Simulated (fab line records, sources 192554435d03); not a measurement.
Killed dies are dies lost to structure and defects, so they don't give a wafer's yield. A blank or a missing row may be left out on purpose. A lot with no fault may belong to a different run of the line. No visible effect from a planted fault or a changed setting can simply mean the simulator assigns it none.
The tool behind it: which one? -- flow n5_finfet -- Sampling: 11 lots, 33 wafers, 4 of 1938 route steps

## WHAT EACH GAUGE READ, for each wafer
N5_BEOL_M15_CD_MEAS_10: the cd target is 360 nm.
lot,measured,on,cd_nm (nm)
L692,day 11 06:01,cd_sem-02,360.8 361.5 362.9
L694,day 12 04:23,cd_sem-03,363.0 359.3 360.7
L695,day 12 07:55,cd_sem-03,360.9 356.0 360.0
L696,day 12 16:04,cd_sem-02,358.5 358.2 356.8
L702,day 14 08:48,cd_sem-02,358.6 359.0 360.4
L705,day 14 18:29,cd_sem-02,366.8 366.9 367.7
L704,day 14 18:49,cd_sem-01,364.7 364.1 366.5
L706,day 15 02:14,cd_sem-03,360.7 359.6 360.0
L707,day 15 12:13,cd_sem-03,360.2 358.8 357.6
L711,day 16 04:56,cd_sem-01,360.9 363.0 361.8
L714,day 17 03:56,cd_sem-02,361.7 363.5 360.0

## EACH LOT AND THE TOOL THAT RAN IT (in order: tool; ch and the chambers of the sampled wafers; start)
lot,N5_BEOL_M14_PRE_CLEAN_42,N5_BEOL_M14_ANNEAL_48,N5_BEOL_M15_COAT_04
L692,"pvd_sputter-02, day 11 03:53","rtp_anneal-02 ch 0, day 11 04:41","litho_track-05 ch 0, day 11 05:37"
L694,"pvd_sputter-01, day 12 01:56","rtp_anneal-02 ch 0, day 12 02:57","litho_track-01 ch 0, day 12 04:07"
L695,"pvd_sputter-02, day 12 06:04","rtp_anneal-01 ch 0, day 12 06:37","litho_track-05 ch 0, day 12 07:38"
L696,"pvd_sputter-02, day 12 13:53","rtp_anneal-01 ch 0, day 12 14:43","litho_track-02 ch 0, day 12 15:47"
L702,"pvd_sputter-01, day 14 06:38","rtp_anneal-01 ch 0, day 14 07:20","litho_track-01 ch 0, day 14 08:25"
L705,"pvd_sputter-02, day 14 16:39","rtp_anneal-02 ch 0, day 14 17:12","litho_track-05 ch 0, day 14 18:13"
L704,"pvd_sputter-02, day 14 16:58","rtp_anneal-02 ch 0, day 14 17:28","litho_track-05 ch 0, day 14 18:33"
L706,"pvd_sputter-02, day 15 00:16","rtp_anneal-01 ch 0, day 15 00:51","litho_track-01 ch 0, day 15 01:50"
L707,"pvd_sputter-02, day 15 10:23","rtp_anneal-01 ch 0, day 15 10:58","litho_track-02 ch 0, day 15 11:57"
L711,"pvd_sputter-01, day 16 03:04","rtp_anneal-02 ch 0, day 16 03:35","litho_track-02 ch 0, day 16 04:40"
L714,"pvd_sputter-03, day 17 01:50","rtp_anneal-02 ch 0, day 17 02:22","litho_track-02 ch 0, day 17 03:32"
- N5_BEOL_M14_PRE_CLEAN_42: time 30 s.
- N5_BEOL_M14_ANNEAL_48: time 90 s.
- N5_BEOL_M15_COAT_04: resist thk 800 nm.

## THE ANSWER, worked out from the rows above alone
Rule: usual is defined by the lots themselves. Put in order of their means at a reading, lots are off if they are a third of the lots or fewer, leave a main group of 4 or more, and stand apart from it by a gap of 3 or more times the standard deviation of the main group's means; of several such gaps the widest counts. A main group whose means are all the same, to the digits that the tables above print for the reading, isn't used. A lot without any number at a reading at which 4 lots or more have one is off too. Where the step has rows for the other lots, those lots are counted as sound.
No lot is off at any reading shown: from this, nothing can be told.

## WHAT THE SIMULATOR HAD PUT IN
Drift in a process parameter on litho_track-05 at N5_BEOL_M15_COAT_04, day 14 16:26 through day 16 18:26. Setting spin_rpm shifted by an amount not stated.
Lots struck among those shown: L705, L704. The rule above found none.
